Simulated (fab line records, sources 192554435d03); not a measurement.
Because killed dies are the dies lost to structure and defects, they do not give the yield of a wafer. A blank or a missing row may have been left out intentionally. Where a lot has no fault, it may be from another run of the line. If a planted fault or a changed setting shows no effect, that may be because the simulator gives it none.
Split-lot experiment / flow n5-finfet / 7 lots, 39 wafers read, on a route of 1938 steps

THE SPLIT
At N5_BEOL_M10_ILD_DEP_00 (deposits SiCOH lowk from DEMS/porogen, target thk 308.51 nm, time 58 s), the setting target-thk-a was moved away from the recipe's 3085.1 angstrom on 15 of the 39 wafers read, by +19.9% to +53.5%. The other wafers ran this setting at the recipe's value.

FROM THE SPLIT ON TO THE READING: in between, the file shows 1 step
- N5_BEOL_M10_CURE_71: cures SiCOH lowk, time 240 s

THE READING
M10_ILD_THK (nm), taken at N5_BEOL_M10_THK_MEAS_01. Typical for fault-free wafers on this fab line: 267 nm, with standard deviation 4 nm.

wafer=L074.1; tool, chamber at the split=pecvd-04, 1; target-thk-a as run, angstrom=3085.1; against the recipe=recipe; M10_ILD_THK, nm=268; against lot-mates on the recipe=-
wafer=L074.2; tool, chamber at the split=pecvd-04, 2; target-thk-a as run, angstrom=3085.1; against the recipe=recipe; M10_ILD_THK, nm=263; against lot-mates on the recipe=-
wafer=L074.3; tool, chamber at the split=pecvd-04, 1; target-thk-a as run, angstrom=3085.1; against the recipe=recipe; M10_ILD_THK, nm=273; against lot-mates on the recipe=-
wafer=L074.4; tool, chamber at the split=pecvd-04, 2; target-thk-a as run, angstrom=3085.1; against the recipe=recipe; M10_ILD_THK, nm=271; against lot-mates on the recipe=-
wafer=L074.5; tool, chamber at the split=pecvd-04, 2; target-thk-a as run, angstrom=3085.1; against the recipe=recipe; M10_ILD_THK, nm=267; against lot-mates on the recipe=-
wafer=L074.6; tool, chamber at the split=pecvd-04, 1; target-thk-a as run, angstrom=3085.1; against the recipe=recipe; M10_ILD_THK, nm=272; against lot-mates on the recipe=-
wafer=L077.1; tool, chamber at the split=pecvd-01, 0; target-thk-a as run, angstrom=3085.1; against the recipe=recipe; M10_ILD_THK, nm=263; against lot-mates on the recipe=-
wafer=L077.2; tool, chamber at the split=pecvd-01, 1; target-thk-a as run, angstrom=3700; against the recipe=+19.9%; M10_ILD_THK, nm=321; against lot-mates on the recipe=+55
wafer=L077.3; tool, chamber at the split=pecvd-01, 2; target-thk-a as run, angstrom=3700; against the recipe=+19.9%; M10_ILD_THK, nm=317; against lot-mates on the recipe=+51
wafer=L077.4; tool, chamber at the split=pecvd-01, 0; target-thk-a as run, angstrom=3085.1; against the recipe=recipe; M10_ILD_THK, nm=268; against lot-mates on the recipe=-
wafer=L077.5; tool, chamber at the split=pecvd-01, 2; target-thk-a as run, angstrom=3085.1; against the recipe=recipe; M10_ILD_THK, nm=267; against lot-mates on the recipe=-
wafer=L077.6; tool, chamber at the split=pecvd-01, 1; target-thk-a as run, angstrom=3700; against the recipe=+19.9%; M10_ILD_THK, nm=320; against lot-mates on the recipe=+54
wafer=L080.1; tool, chamber at the split=pecvd-03, 2; target-thk-a as run, angstrom=3952; against the recipe=+28.1%; M10_ILD_THK, nm=342; against lot-mates on the recipe=+79
wafer=L080.2; tool, chamber at the split=pecvd-03, 1; target-thk-a as run, angstrom=3085.1; against the recipe=recipe; M10_ILD_THK, nm=260; against lot-mates on the recipe=-
wafer=L080.3; tool, chamber at the split=pecvd-03, 1; target-thk-a as run, angstrom=3952; against the recipe=+28.1%; M10_ILD_THK, nm=343; against lot-mates on the recipe=+80
wafer=L080.4; tool, chamber at the split=pecvd-03, 2; target-thk-a as run, angstrom=3085.1; against the recipe=recipe; M10_ILD_THK, nm=269; against lot-mates on the recipe=-
wafer=L080.5; tool, chamber at the split=pecvd-03, 1; target-thk-a as run, angstrom=3085.1; against the recipe=recipe; M10_ILD_THK, nm=261; against lot-mates on the recipe=-
wafer=L080.6; tool, chamber at the split=pecvd-03, 2; target-thk-a as run, angstrom=3952; against the recipe=+28.1%; M10_ILD_THK, nm=346; against lot-mates on the recipe=+83
wafer=L088.1; tool, chamber at the split=pecvd-03, 1; target-thk-a as run, angstrom=3085.1; against the recipe=recipe; M10_ILD_THK, nm=260; against lot-mates on the recipe=-
wafer=L088.2; tool, chamber at the split=pecvd-03, 0; target-thk-a as run, angstrom=3085.1; against the recipe=recipe; M10_ILD_THK, nm=263; against lot-mates on the recipe=-
wafer=L088.3; tool, chamber at the split=pecvd-03, 2; target-thk-a as run, angstrom=4706; against the recipe=+52.5%; M10_ILD_THK, nm=407; against lot-mates on the recipe=+144
wafer=L088.4; tool, chamber at the split=pecvd-03, 1; target-thk-a as run, angstrom=4706; against the recipe=+52.5%; M10_ILD_THK, nm=409; against lot-mates on the recipe=+146
wafer=L088.5; tool, chamber at the split=pecvd-03, 2; target-thk-a as run, angstrom=3085.1; against the recipe=recipe; M10_ILD_THK, nm=267; against lot-mates on the recipe=-
wafer=L088.6; tool, chamber at the split=pecvd-03, 0; target-thk-a as run, angstrom=4706; against the recipe=+52.5%; M10_ILD_THK, nm=412; against lot-mates on the recipe=+149
wafer=L089.1; tool, chamber at the split=pecvd-01, 1; target-thk-a as run, angstrom=3085.1; against the recipe=recipe; M10_ILD_THK, nm=269; against lot-mates on the recipe=-
wafer=L089.2; tool, chamber at the split=pecvd-01, 2; target-thk-a as run, angstrom=3085.1; against the recipe=recipe; M10_ILD_THK, nm=267; against lot-mates on the recipe=-
wafer=L089.4; tool, chamber at the split=pecvd-01, 2; target-thk-a as run, angstrom=3085.1; against the recipe=recipe; M10_ILD_THK, nm=269; against lot-mates on the recipe=-
wafer=L092.1; tool, chamber at the split=pecvd-01, 2; target-thk-a as run, angstrom=3904; against the recipe=+26.5%; M10_ILD_THK, nm=330; against lot-mates on the recipe=+65
wafer=L092.2; tool, chamber at the split=pecvd-01, 1,0; target-thk-a as run, angstrom=3085.1; against the recipe=recipe; M10_ILD_THK, nm=265; against lot-mates on the recipe=-
wafer=L092.3; tool, chamber at the split=pecvd-01, 1,0; target-thk-a as run, angstrom=3085.1; against the recipe=recipe; M10_ILD_THK, nm=265; against lot-mates on the recipe=-
wafer=L092.4; tool, chamber at the split=pecvd-01, 1; target-thk-a as run, angstrom=3904; against the recipe=+26.5%; M10_ILD_THK, nm=342; against lot-mates on the recipe=+77
wafer=L092.5; tool, chamber at the split=pecvd-01, 0; target-thk-a as run, angstrom=3904; against the recipe=+26.5%; M10_ILD_THK, nm=342; against lot-mates on the recipe=+77
wafer=L092.6; tool, chamber at the split=pecvd-01, 2; target-thk-a as run, angstrom=3085.1; against the recipe=recipe; M10_ILD_THK, nm=265; against lot-mates on the recipe=-
wafer=L095.1; tool, chamber at the split=pecvd-01, 2; target-thk-a as run, angstrom=3085.1; against the recipe=recipe; M10_ILD_THK, nm=264; against lot-mates on the recipe=-
wafer=L095.2; tool, chamber at the split=pecvd-01, 1; target-thk-a as run, angstrom=3085.1; against the recipe=recipe; M10_ILD_THK, nm=267; against lot-mates on the recipe=-
wafer=L095.3; tool, chamber at the split=pecvd-01, 0; target-thk-a as run, angstrom=3085.1; against the recipe=recipe; M10_ILD_THK, nm=268; against lot-mates on the recipe=-
wafer=L095.4; tool, chamber at the split=pecvd-01, 1; target-thk-a as run, angstrom=4735; against the recipe=+53.5%; M10_ILD_THK, nm=417; against lot-mates on the recipe=+151
wafer=L095.5; tool, chamber at the split=pecvd-01, 0; target-thk-a as run, angstrom=4735; against the recipe=+53.5%; M10_ILD_THK, nm=419; against lot-mates on the recipe=+153
wafer=L095.6; tool, chamber at the split=pecvd-01, 2; target-thk-a as run, angstrom=4735; against the recipe=+53.5%; M10_ILD_THK, nm=416; against lot-mates on the recipe=+150
The file does not say which wafer passed through which chamber wherever a row lists several chambers: such a row stands for several wafers.

FIT RESULTS
A straight line over all 39 wafers: M10_ILD_THK changes by +2.77 nm for each +1% of target-thk-a; r = +1.00; the points scatter about the line by 3.6 nm.
The same after taking each lot's own level away (the mean of its wafers on the recipe; 39 wafers): +2.8 nm for each +1%; r = +1.00; scatter 3 nm.
That fit puts the effect of the largest move of target-thk-a on the reading at 1.5e+02 nm.
Measured against the standard deviation above, the lots' own levels, which go from 263.3 to 269.0 nm, span 1.4 times it.
The two slopes agree, so the slope changes little with the lot-to-lot level.
Check: with one of the wafers moved furthest among these (+53.5%) left out of the fit, the line predicts +149 nm for it against its lot-mates. It came out at +151 nm against them.

THE OTHER SPLITS THESE WAFERS WENT THROUGH
These wafers also went through other splits before the reading. Each is held against what the fit with the lots' levels taken away leaves over:
other split on the same wafers=N5_BEOL_M6_ILD_DEP_00 time-s; wafers away from the commonest value=15; r with M10_ILD_THK (lot level and that fit taken away)=+0.21

THE WHOLE CHAIN: every reading that the file lists as answering this split, in the file's order
step=N5_BEOL_M10_ILD_DEP_00; what it does=deposits SiCOH lowk from DEMS/porogen, target thk 308.51 nm, time 58 s; reading=SiCOH_lowk_of_BEOL_M10_ILD_DEP_00.thk-nm (the simulator's own value, which no gauge read); change (the file's fit)=+3.13 nm for each +1% of the setting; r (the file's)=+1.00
step=N5_BEOL_M10_CURE_71; what it does=cures SiCOH lowk, time 240 s; reading=SiCOH_lowk_of_BEOL_M10_ILD_DEP_00.thk-nm (the simulator's own value, which no gauge read); change (the file's fit)=+2.79 nm for each +1% of the setting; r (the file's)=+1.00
step=N5_BEOL_M10_THK_MEAS_01; what it does=; reading=M10_ILD_THK; change (the file's fit)=+2.79 for each +1% of the setting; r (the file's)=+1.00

FILE'S OWN FIT
M10_ILD_THK changes by +2.79 nm for each +1% of target-thk-a, r = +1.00.
